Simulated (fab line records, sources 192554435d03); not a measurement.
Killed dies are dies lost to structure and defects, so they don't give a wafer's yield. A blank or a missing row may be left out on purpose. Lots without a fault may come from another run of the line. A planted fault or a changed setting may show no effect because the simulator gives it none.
Problem report in the 8D (eight disciplines) form, filled by code | flow n5_finfet | the parts of the form that need people (team, actions taken, sign-off) are left out

1. THE PROBLEM
spin_speed_rpm at N5_BEOL_M10_COAT_05 reads a mean of 1426.0 rpm on 9 wafers of 3 lots; wafers without a fault read 1500.1 rpm with a standard deviation of 0.89. That is -83 standard deviations from the usual mean.
The step: resist thk 90 nm.
First seen on wafer L494.1, day 11 07:50, on litho_track-01. The record holds 15 wafers of 5 lots with a number at this step. Rule for "out", or "out of limits": more than 4 standard deviations from the usual mean. The other wafers with a number count as sound.

2. WHAT IT IS AND WHAT IT IS NOT
question                    | is                     | is not
which readings at this step | spin_speed_rpm         | -
which lots                  | L494, L495, L497       | L492, L498
which wafers of those lots  | all that have a number | -
read on which tools         | litho_track-01         | litho_track-05
when                        | from day 11 07:50      | up to then (3 sound wafers); but 3 sound wafers of L498 came after

3. SUSPECTS, AND WHAT RULES EACH OUT
Counting: a tool at a process step up to the reading stays a suspect if it ran every lot that is out and no sound lot after the first of them.
- litho_track-01 at N5_BEOL_M10_COAT_05 (resist thk 90 nm): kept. It ran every lot that is out, first L494 (day 11 07:50), and no sound lot after that; its last sound lot up to then is L492 (day 10 11:44). Its own readings are out on those wafers: spin_speed_rpm.
Left after counting: litho_track-01 at N5_BEOL_M10_COAT_05.

4. THE CAUSE (what the simulator had put in)
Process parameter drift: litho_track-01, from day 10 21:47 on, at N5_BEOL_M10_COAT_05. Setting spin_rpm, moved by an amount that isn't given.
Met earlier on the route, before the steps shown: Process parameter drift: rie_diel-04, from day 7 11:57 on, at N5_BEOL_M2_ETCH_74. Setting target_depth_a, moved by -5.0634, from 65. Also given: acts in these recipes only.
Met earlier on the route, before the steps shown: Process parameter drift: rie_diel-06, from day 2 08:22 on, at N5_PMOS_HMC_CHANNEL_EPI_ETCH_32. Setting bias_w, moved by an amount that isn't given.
Counting left only this tool.

5. THE CHAIN OF EFFECTS, in route order
Each row: a reading whose mean over the struck wafers that have a number lies more than 3 standard deviations from the usual. Only readings for which the record gives a usual standard deviation are gone through. hours: the time from each lot's start at the first step in this table that gives one to its start at this step, as a median over the lots. sigmas: the change in usual standard deviations.
hours | step                | reading        | usual      | on struck wafers | change | sigmas
0     | N5_BEOL_M10_COAT_05 | spin_speed_rpm | 1500.1 rpm | 1426.0           | -74.1  | -83
The process steps in it:
- N5_BEOL_M10_COAT_05: resist thk 90 nm.

6. WHAT WOULD HAVE CAUGHT IT SOONER
In this record the first reading out of limits was taken at day 11 07:50, 10 hours after the fault began at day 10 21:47.
